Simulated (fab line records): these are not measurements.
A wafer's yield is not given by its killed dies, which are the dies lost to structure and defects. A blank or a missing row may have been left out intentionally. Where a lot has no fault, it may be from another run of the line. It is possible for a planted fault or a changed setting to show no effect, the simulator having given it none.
Which of the tools did it? || flow nandHarc || 11 lots, 33 wafers sampled, at 3 steps of a route of 1302

WHAT THE GAUGES SHOWED, per wafer
NHARC_A_SGD_CUT_INSPECT_11.
{"lot": "L748", "measured": "day 20 00:01", "on": "defectInspect-02", "rawDefectCount": "102 129 127"}
{"lot": "L752", "measured": "day 21 05:40", "on": "defectInspect-01", "rawDefectCount": "57 60 64"}
{"lot": "L750", "measured": "day 21 07:03", "on": "defectInspect-01", "rawDefectCount": "101 113 128"}
{"lot": "L751", "measured": "day 21 10:52", "on": "defectInspect-01", "rawDefectCount": "52 69 52"}
{"lot": "L754", "measured": "day 22 16:14", "on": "defectInspect-02", "rawDefectCount": "29 32 32"}
{"lot": "L757", "measured": "day 23 12:25", "on": "defectInspect-02", "rawDefectCount": "78 83 83"}
{"lot": "L758", "measured": "day 24 08:57", "on": "defectInspect-01", "rawDefectCount": "18 8 14"}
{"lot": "L759", "measured": "day 25 03:02", "on": "defectInspect-02", "rawDefectCount": "92 75 87"}
{"lot": "L766", "measured": "day 28 00:11", "on": "defectInspect-01", "rawDefectCount": "29 23 28"}
{"lot": "L768", "measured": "day 28 03:55", "on": "defectInspect-01", "rawDefectCount": "14 14 11"}
{"lot": "L769", "measured": "day 28 21:51", "on": "defectInspect-01", "rawDefectCount": "40 47 43"}

NHARC_A_SLIT_CD_MEAS_09: target cd 300 nm.
{"lot": "L748", "measured": "day 20 11:28", "on": "cdSem-01", "cdNm (nm)": "301.3 301.2 301.2"}
{"lot": "L752", "measured": "day 21 19:38", "on": "cdSem-01", "cdNm (nm)": "301.0 300.7 300.3"}
{"lot": "L750", "measured": "day 21 22:15", "on": "cdSem-01", "cdNm (nm)": "300.4 300.6 300.2"}
{"lot": "L751", "measured": "day 22 05:29", "on": "cdSem-03", "cdNm (nm)": "300.4 301.3 300.6"}
{"lot": "L754", "measured": "day 23 03:42", "on": "cdSem-02", "cdNm (nm)": "300.4 300.5 300.2"}
{"lot": "L757", "measured": "day 24 01:34", "on": "cdSem-01", "cdNm (nm)": "299.1 300.0 299.0"}
{"lot": "L758", "measured": "day 24 23:44", "on": "cdSem-02", "cdNm (nm)": "300.0 300.1 298.9"}
{"lot": "L759", "measured": "day 25 13:25", "on": "cdSem-03", "cdNm (nm)": "300.1 300.5 300.1"}
{"lot": "L766", "measured": "day 28 11:37", "on": "cdSem-02", "cdNm (nm)": "298.1 298.0 298.3"}
{"lot": "L768", "measured": "day 28 16:57", "on": "cdSem-03", "cdNm (nm)": "298.8 298.5 299.2"}
{"lot": "L769", "measured": "day 29 10:04", "on": "cdSem-03", "cdNm (nm)": "299.3 300.4 299.5"}

TOOL THAT RAN EACH LOT (tool first, then ch and the chambers of the sampled wafers, then the start)
{"lot": "L748", "NHARC_A_SLIT_EXPOSE_06": "arfiScanner-03 ch 0, day 20 11:19"}
{"lot": "L752", "NHARC_A_SLIT_EXPOSE_06": "arfiScanner-02 ch 0, day 21 19:30"}
{"lot": "L750", "NHARC_A_SLIT_EXPOSE_06": "arfiScanner-01 ch 0, day 21 22:07"}
{"lot": "L751", "NHARC_A_SLIT_EXPOSE_06": "arfiScanner-02 ch 0, day 22 05:21"}
{"lot": "L754", "NHARC_A_SLIT_EXPOSE_06": "arfiScanner-01 ch 0, day 23 03:34"}
{"lot": "L757", "NHARC_A_SLIT_EXPOSE_06": "arfiScanner-01 ch 0, day 24 01:26"}
{"lot": "L758", "NHARC_A_SLIT_EXPOSE_06": "arfiScanner-02 ch 0, day 24 23:35"}
{"lot": "L759", "NHARC_A_SLIT_EXPOSE_06": "arfiScanner-03 ch 0, day 25 13:17"}
{"lot": "L766", "NHARC_A_SLIT_EXPOSE_06": "arfiScanner-01 ch 0, day 28 11:29"}
{"lot": "L768", "NHARC_A_SLIT_EXPOSE_06": "arfiScanner-01 ch 0, day 28 16:49"}
{"lot": "L769", "NHARC_A_SLIT_EXPOSE_06": "arfiScanner-03 ch 0, day 29 09:55"}
- NHARC_A_SLIT_EXPOSE_06: exposes mask SLIT.

WHAT THE TOOLS THEMSELVES READ (means of the sampled wafers that have a number; where no wafer has one, the mark that the record gives instead)
NHARC_A_SLIT_EXPOSE_06.
{"lot": "L748", "tool": "arfiScanner-03", "exposureDoseMJCm2": 60.79}
{"lot": "L752", "tool": "arfiScanner-02", "exposureDoseMJCm2": 60.79}
{"lot": "L750", "tool": "arfiScanner-01", "exposureDoseMJCm2": 60.80}
{"lot": "L751", "tool": "arfiScanner-02", "exposureDoseMJCm2": 60.83}
{"lot": "L754", "tool": "arfiScanner-01", "exposureDoseMJCm2": 60.79}
{"lot": "L757", "tool": "arfiScanner-01", "exposureDoseMJCm2": 60.87}
{"lot": "L758", "tool": "arfiScanner-02", "exposureDoseMJCm2": 60.73}
{"lot": "L759", "tool": "arfiScanner-03", "exposureDoseMJCm2": 60.78}
{"lot": "L766", "tool": "arfiScanner-01", "exposureDoseMJCm2": 57.73}
{"lot": "L768", "tool": "arfiScanner-01", "exposureDoseMJCm2": 58.30}
{"lot": "L769", "tool": "arfiScanner-03", "exposureDoseMJCm2": 60.75}

THE ANSWER, worked out from the rows above alone
Rule: the usual values come from the lots themselves. Put in order of their means at a reading, lots are off if they are a third of the lots or fewer, leave a main group of 4 or more, and stand apart from it by a gap of 3 or more times the standard deviation of the main group's means; of several such gaps the widest counts. A main group whose means are all the same, to the digits that the tables above print for the reading, isn't used. Also off: a lot with no number at a reading for which 4 or more lots have one. Where the step has rows for the other lots, those lots are counted as sound. First the gauges in route order, then the tools' own readings, where a lot's mean is used as printed above. The first step at which some lot is off is used, and at that step the reading that is off furthest; a lot without a number counts as furthest.
Off at NHARC_A_SLIT_EXPOSE_06 (exposureDoseMJCm2): L766, L768. The main group has a mean of 60.79 with a standard deviation of 0.039.
A tool fits if, at that step or a process step before it, it ran every lot that is off, and no sound lot after the first of them. One candidate fits, namely arfiScanner-01 at NHARC_A_SLIT_EXPOSE_06. A fault onset in the window from L757 (day 24 01:26, its last sound lot) to L766 (day 28 11:29, its first lot off) fits.
On the lots that are off, the tool's own readings at NHARC_A_SLIT_EXPOSE_06 differ by more than 5 times the standard deviation of the sound lots' means, which bears it out; exposureDoseMJCm2 reads 58.02 there versus 60.79 on the sound lots.

WHAT THE SIMULATOR HAD PUT IN
Drift in process parameters on arfiScanner-01 at NHARC_A_SLIT_EXPOSE_06, starting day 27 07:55. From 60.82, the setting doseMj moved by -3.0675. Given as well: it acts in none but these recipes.
Shown lots that were struck: L766, L768. The same result came from the rule above.
